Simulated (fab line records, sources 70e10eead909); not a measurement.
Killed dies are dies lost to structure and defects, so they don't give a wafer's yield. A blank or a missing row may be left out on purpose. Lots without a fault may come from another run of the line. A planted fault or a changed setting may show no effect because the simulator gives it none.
Chamber matching | flow nand_harc | NHARC_THIN_TSV_DESCUM_14 on rie_diel-04: 4 sister chambers
The step chemistry O2, time 3 s. 16 wafers are shown with their chamber, then 8 later ones without.

WAFERS WITH THEIR CHAMBER
wafer  | chamber | showerhead_plenum_p_Torr (Torr) | drypump_motor_current_A (A) | rf_vpp_V (V)
L943.2 | 2       | 1.78                            | 5.7                         | 56.4
L943.3 | 1       | 1.86                            | 5.1                         | 57.6
L943.5 | 3       | 1.78                            | 6.4                         | 56.7
L946.2 | 2       | 1.78                            | 5.7                         | 57.4
L946.5 | 2       | 1.78                            | 5.7                         | 57.4
L946.6 | 1       | 1.86                            | 5.1                         | 56.6
L940.2 | 0       | 2.02                            | 5.9                         | 58.4
L940.4 | 3       | 1.78                            | 6.4                         | 56.6
L940.6 | 3       | 1.78                            | 6.3                         | 58.7
L953.1 | 0       | 2.02                            | 5.9                         | 58.5
L953.3 | 1       | 1.86                            | 5.1                         | 55.7
L953.6 | 2       | 1.78                            | 5.7                         | 56.7
L952.1 | 1       | 1.86                            | 5.1                         | 56.6
L952.3 | 3       | 1.78                            | 6.4                         | 57.4
L952.4 | 2       | 1.78                            | 5.7                         | 56.7
L958.2 | 1       | 1.85                            | 5.1                         | 57.7

SIGNATURES (means of the wafers above)
reading                  | chamber 0 | chamber 1 | chamber 2 | chamber 3 | scatter within a chamber
showerhead_plenum_p_Torr | 2.0200    | 1.8580    | 1.7800    | 1.7800    | 0.00258
drypump_motor_current_A  | 5.900     | 5.100     | 5.700     | 6.375     | 0.025
rf_vpp_V                 | 58.450    | 56.840    | 56.920    | 57.350    | 0.729
Rule: a wafer's distance from a chamber is the root of the sum, over the readings, of the square of ((its reading less the chamber's mean) divided by the reading's scatter). The wafer belongs to the nearest chamber; if the next one is less than 2 further off, it can't be placed. The scatter: the root of (the sum of the squares of (reading less its chamber's mean) over the shown wafers, divided by (wafers less chambers)).

WAFERS WITHOUT THEIR CHAMBER
wafer  | showerhead_plenum_p_Torr (Torr) | drypump_motor_current_A (A) | rf_vpp_V (V)
L958.3 | 1.78                            | 5.7                         | 56.5
L958.6 | 1.85                            | 5.1                         | 57.6
L959.2 | 1.78                            | 5.7                         | 56.9
L959.3 | 1.85                            | 5.1                         | 59.7
L959.5 | 2.02                            | 5.9                         | 59.1
L961.1 | 1.85                            | 5.1                         | 58.1
L961.2 | 1.78                            | 6.4                         | 58.0
L961.4 | 2.02                            | 5.9                         | 58.6

WHICH CHAMBER EACH WENT THROUGH
wafer  | from the rows above | in truth
L958.3 | 2                   | 2
L958.6 | 1                   | 1
L959.2 | 2                   | 2
L959.3 | 1                   | 1
L959.5 | 0                   | 0
L961.1 | 1                   | 1
L961.2 | 3                   | 3
L961.4 | 0                   | 0
Placed correctly: 8 of 8. Can't be placed from these rows: 0. Placed wrongly: 0.
